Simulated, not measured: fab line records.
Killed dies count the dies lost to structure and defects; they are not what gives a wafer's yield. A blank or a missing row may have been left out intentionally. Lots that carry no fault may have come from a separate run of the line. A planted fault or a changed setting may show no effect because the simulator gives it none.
Chamber matching | flow nand_harc | NHARC_P_BONDPAD_DESCUM_11 on rie_diel-02 has 4 sister chambers
The step chemistry O2, time 3 s. 14 wafers are shown with their chamber, then 6 later ones without.

WAFERS, EACH WITH ITS CHAMBER
wafer  | chamber | throttle_valve_pct (%) | run_length_s (s) | rf_vpp_V (V)
L922.4 | 3       | 11.293                 | 23.50            | 57.2
L922.5 | 1       | 11.298                 | 24.40            | 58.8
L922.6 | 2       | 11.316                 | 24.02            | 58.7
L923.2 | 1       | 11.309                 | 23.81            | 58.4
L923.3 | 2       | 11.310                 | 24.18            | 57.9
L923.6 | 3       | 11.313                 | 23.73            | 58.4
L926.3 | 2       | 11.324                 | 24.34            | 57.7
L926.5 | 0       | 11.332                 | 24.29            | 58.8
L926.6 | 3       | 11.322                 | 23.85            | 57.8
L925.1 | 1       | 11.315                 | 23.73            | 58.2
L925.2 | 2       | 11.313                 | 24.21            | 57.6
L925.4 | 3       | 11.308                 | 23.81            | 58.4
L929.1 | 1       | 11.308                 | 23.83            | 57.7
L929.4 | 3       | 11.311                 | 23.60            | 57.6

SIGNATURES (averages over the wafers above)
reading            | chamber 0 | chamber 1 | chamber 2 | chamber 3 | scatter within a chamber
throttle_valve_pct | 11.33200  | 11.30750  | 11.31575  | 11.30940  | 0.00838
run_length_s       | 24.2900   | 23.9425   | 24.1875   | 23.6980   | 0.205
rf_vpp_V           | 58.800    | 58.275    | 57.975    | 57.880    | 0.496
Rule: a wafer lies at a distance from a chamber equal to the root of the sum of squares, over the readings, of (its reading less the chamber's mean, divided by the reading's scatter). If the next closest chamber is less than 2 further off than the closest, the wafer can't be placed; otherwise it belongs to the closest. How the scatter is found: for the shown wafers, subtract from each reading the mean of its chamber, square and add these, divide the total by (wafers less chambers), then take the root.

WAFERS WHOSE CHAMBER IS MISSING
wafer  | throttle_valve_pct (%) | run_length_s (s) | rf_vpp_V (V)
L929.5 | 11.305                 | 24.10            | 57.0
L930.1 | 11.310                 | 24.10            | 58.7
L930.3 | 11.326                 | 24.10            | 58.0
L930.6 | 11.303                 | 23.81            | 58.0
L931.1 | 11.307                 | 23.74            | 57.3
L931.4 | 11.315                 | 24.00            | 56.8

CHAMBER TAKEN BY EACH
wafer  | from the rows above               | in truth
L929.5 | can't be placed: 2 or 3 or 1      | 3
L930.1 | can't be placed: 1 or 2 or 3 or 0 | 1
L930.3 | can't be placed: 2 or 0 or 1 or 3 | 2
L930.6 | can't be placed: 3 or 1 or 2      | 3
L931.1 | can't be placed: 3 or 1 or 2      | 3
L931.4 | can't be placed: 2 or 3 or 1      | 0
0 of 6 placed correctly. Can't be placed from these rows: 6 (the true chamber is among the candidates in 5). Placed wrongly: 0.
